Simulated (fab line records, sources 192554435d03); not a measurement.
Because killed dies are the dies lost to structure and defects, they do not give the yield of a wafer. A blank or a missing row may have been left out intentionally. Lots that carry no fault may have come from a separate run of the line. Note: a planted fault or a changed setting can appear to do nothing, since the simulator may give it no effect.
A lot that was struck, set against a sound lot    flow n5_finfet    16 out of 1938 route steps
Sound: wafers L121.3, L121.4, L121.6. The struck wafers were L135.1, L135.5, L135.6. At the end, the cause is stated.
For every step that has rows: the tool of each side, followed by ch and its chambers, followed by its first start. Under that, the readings that differ: sound wafers    struck wafers    difference of the means    sigmas: that difference in standard deviations of wafers without a fault.
alike: same words and numbers on both sides, and readings whose means sit less than 2 such deviations apart. not compared: any withheld reading, any reading some wafer has no value for, any bound like >300 that may hide the same value, and any number with overlapping values for which the record gives no deviation.
Wherever a step has rows on one side only, a row that says differs or no value, or a row with sigmas, the two part there. When numbers do not overlap yet have no deviation, they are printed without sigmas and do not part them. Lack of a reading on every wafer of one side parts them only where that side has two or more wafers.

first, 1 step without rows for these wafers: N5_BEOL_M0_WET_ETCH_106 (etches SiO2 in DHF, target depth 130 nm, rinse time 30 s).
N5_BEOL_M0_ETCH_128: etches SiCN in CF4/N2, target depth 12 nm, overetch 5.1 nm, time 21.4 s.
  sound on rie_diel-02 ch 0,3, day 7 10:56; struck on rie_diel-03 ch 1,2,3, day 10 10:17
  alike: drypump_motor_current_A, oes_product_au, rf_vpp_V, showerhead_plenum_p_Torr, throttle_valve_pct
  not compared: rf_hours_counter_h
then, 1 step without rows for these wafers: N5_BEOL_M0_TRENCH_ETCH_107 (etches SiOC in C4F6/O2, target depth 32.8 nm, time 16.4 s).
N5_BEOL_M0_STRIP_142: strips in N2/H2, time 10 s.
  sound on rie_diel-02 ch 0,3, day 7 11:01; struck on rie_diel-03 ch 1,2,3, day 10 10:21
  alike: drypump_motor_current_A, oes_product_au, rf_vpp_V, showerhead_plenum_p_Torr, throttle_valve_pct
  not compared: rf_hours_counter_h
N5_BEOL_M0_OCD_MEAS_108:
  sound on ocd-02 at day 7 11:05; struck on ocd-02 at day 10 10:26
reading               sound           struck          difference  sigmas
trench_depth_nm (nm)  33.1 34.2 33.8  32.4 32.9 31.8  -1.3        -2
then, 5 steps without rows for these wafers: N5_BEOL_M0_HM_STRIP_129 (strips TiN in peroxide tin strip, target depth 17 nm, time 108 s); N5_BEOL_M0_SRD_130 (time 30 s); N5_BEOL_M0_ETCH_109 (etches SiCN in CH3F/O2, target depth 8 nm, overetch 2.4 nm, time 27.4 s); N5_BEOL_M0_STRIP_139 (strips in post etch residue remover, time 60 s); N5_BEOL_M0_SRD_111 (time 30 s).
N5_BEOL_M0_DEGAS_112: time 60 s.
  sound on pvd_sputter-01 at day 7 12:37; struck on pvd_sputter-01 at day 10 10:59
  alike: heater_power_w
N5_BEOL_M0_PRE_CLEAN_113: time 30 s.
  sound on pvd_sputter-01 at day 7 12:40; struck on pvd_sputter-01 at day 10 11:01
  alike: heater_power_w
N5_BEOL_M0_ALD_136: deposits TaN, pulse time 2 s, purge time 3 s, co reactant purge time 2 s.
  sound on ald_metal-03 ch 0,2, day 7 12:46; struck on ald_metal-03 ch 1,2,3, day 10 11:08
reading     sound     struck    difference  sigmas
ald_cycles  30 30 30  27 27 27  -3          
  alike: heater_power_w, precursor_vessel_carrier_sccm
N5_BEOL_M0_SURFACE_TREAT_137:
  sound on pvd_sputter-03 at day 7 13:02; struck on pvd_sputter-02 at day 10 11:23
  alike: ar_flow_sccm
  not compared: pressure_mtorr, throttle_valve_pct
-- record jumps: 2 days separate the struck wafers' starts on either side; left off in module BEOL_M0, taken up again in module BEOL_M4, whose first shown step is the route's number 1111 --
N5_BEOL_M4_RC_MEAS_101:
  sound on prober-02 ch 0, day 9 17:01; struck on prober-01 ch 0, day 12 16:50
  alike: DIBL_N, DIBL_P, IOFF_N, IOFF_P, ION_N, ION_P, SS_N, SS_P, VT_N, VT_P
-- record jumps: 5 days separate the struck wafers' starts on either side; left off in module BEOL_M4, taken up again in module PASSIVATION, whose first shown step is the route's number 1936 --
N5_PASSIVATION_PROBE_49:
  sound on prober-01 at day 14 05:00; struck on prober-01 at day 17 05:23
reading                  sound        struck       difference  sigmas
killed_at_contacts       11 6 6       18 19 27     +14         +2
sort_bin_5_function (%)  4.5 3.5 4.7  5.4 5.8 7.7  +2.1        +2
  alike: defect_limited_yield, killed_at_M0_to_M3, killed_at_M4_up, killed_at_front_end, killed_at_other, killed_dies, killed_open, killed_short, sort_bin_6_memory, sort_n_pass, sort_yield_pct

## WHERE THEY PART
Last at N5_PASSIVATION_PROBE_49 as far as this record goes, first at N5_BEOL_M0_OCD_MEAS_108.

WHY: the cause the simulator had injected
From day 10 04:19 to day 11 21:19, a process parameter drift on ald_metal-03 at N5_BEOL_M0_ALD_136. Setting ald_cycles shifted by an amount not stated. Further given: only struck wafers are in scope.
